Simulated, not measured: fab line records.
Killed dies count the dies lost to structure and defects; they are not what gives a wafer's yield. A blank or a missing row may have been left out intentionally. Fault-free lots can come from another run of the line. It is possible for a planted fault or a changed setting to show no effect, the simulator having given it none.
Chamber matching / flow n5_finfet / pecvd-01 running N5_BEOL_M8_PECVD_70: 3 sister chambers
The step deposits SiO2 from TEOS/O2, target thk 20 nm, time 22.7 s. 14 wafers are shown with their chamber, then 7 later ones without.

## WAFERS PAIRED WITH THEIR CHAMBERS
wafer=L077.1; chamber=0; throttle_valve_pct (%)=22.4; showerhead_plenum_p_Torr (Torr)=8.83; heater_power_w (W)=719
wafer=L077.4; chamber=1; throttle_valve_pct (%)=22.2; showerhead_plenum_p_Torr (Torr)=8.71; heater_power_w (W)=902
wafer=L077.5; chamber=0; throttle_valve_pct (%)=22.4; showerhead_plenum_p_Torr (Torr)=8.79; heater_power_w (W)=751
wafer=L076.1; chamber=0; throttle_valve_pct (%)=22.4; showerhead_plenum_p_Torr (Torr)=8.81; heater_power_w (W)=755
wafer=L076.2; chamber=1; throttle_valve_pct (%)=22.4; showerhead_plenum_p_Torr (Torr)=8.68; heater_power_w (W)=847
wafer=L076.4; chamber=0; throttle_valve_pct (%)=22.4; showerhead_plenum_p_Torr (Torr)=8.80; heater_power_w (W)=739
wafer=L080.2; chamber=0; throttle_valve_pct (%)=22.2; showerhead_plenum_p_Torr (Torr)=8.80; heater_power_w (W)=633
wafer=L080.5; chamber=0; throttle_valve_pct (%)=22.5; showerhead_plenum_p_Torr (Torr)=8.81; heater_power_w (W)=628
wafer=L080.6; chamber=2; throttle_valve_pct (%)=20.3; showerhead_plenum_p_Torr (Torr)=8.82; heater_power_w (W)=859
wafer=L081.1; chamber=0; throttle_valve_pct (%)=22.8; showerhead_plenum_p_Torr (Torr)=8.80; heater_power_w (W)=638
wafer=L081.3; chamber=1; throttle_valve_pct (%)=22.3; showerhead_plenum_p_Torr (Torr)=8.69; heater_power_w (W)=864
wafer=L081.4; chamber=0; throttle_valve_pct (%)=22.6; showerhead_plenum_p_Torr (Torr)=8.81; heater_power_w (W)=639
wafer=L085.2; chamber=2; throttle_valve_pct (%)=20.5; showerhead_plenum_p_Torr (Torr)=8.83; heater_power_w (W)=788
wafer=L085.3; chamber=0; throttle_valve_pct (%)=22.4; showerhead_plenum_p_Torr (Torr)=8.80; heater_power_w (W)=755

SIGNATURES (means of the wafers above)
reading=throttle_valve_pct; chamber 0=22.456; chamber 1=22.300; chamber 2=20.400; scatter within a chamber=0.154
reading=showerhead_plenum_p_Torr; chamber 0=8.8056; chamber 1=8.6933; chamber 2=8.8250; scatter within a chamber=0.0118
reading=heater_power_w; chamber 0=695.22; chamber 1=871.00; chamber 2=823.50; scatter within a chamber=53.7
Rule: distance of a wafer from a chamber = root of the sum over the readings of ((wafer's reading minus chamber's mean) / reading's scatter) squared. The wafer belongs to the nearest chamber; if the next one is less than 2 further off, it can't be placed. How the scatter is found: for the shown wafers, subtract from each reading the mean of its chamber, square and add these, divide the total by (wafers less chambers), then take the root.

## WAFERS MISSING THEIR CHAMBER
wafer=L085.4; throttle_valve_pct (%)=22.4; showerhead_plenum_p_Torr (Torr)=8.71; heater_power_w (W)=886
wafer=L088.1; throttle_valve_pct (%)=22.2; showerhead_plenum_p_Torr (Torr)=8.71; heater_power_w (W)=859
wafer=L088.2; throttle_valve_pct (%)=20.3; showerhead_plenum_p_Torr (Torr)=8.84; heater_power_w (W)=779
wafer=L088.5; throttle_valve_pct (%)=22.7; showerhead_plenum_p_Torr (Torr)=8.80; heater_power_w (W)=756
wafer=L094.2; throttle_valve_pct (%)=22.8; showerhead_plenum_p_Torr (Torr)=8.80; heater_power_w (W)=734
wafer=L094.3; throttle_valve_pct (%)=22.4; showerhead_plenum_p_Torr (Torr)=8.71; heater_power_w (W)=810
wafer=L094.5; throttle_valve_pct (%)=22.5; showerhead_plenum_p_Torr (Torr)=8.70; heater_power_w (W)=801

## WHICH CHAMBER EACH ONE RAN IN
wafer=L085.4; from the rows above=1; in truth=1
wafer=L088.1; from the rows above=1; in truth=1
wafer=L088.2; from the rows above=2; in truth=2
wafer=L088.5; from the rows above=0; in truth=0
wafer=L094.2; from the rows above=0; in truth=0
wafer=L094.3; from the rows above=1; in truth=1
wafer=L094.5; from the rows above=1; in truth=1
Correct placement for 7 of the 7. Number that these rows cannot place: 0. Number placed wrongly: 0.
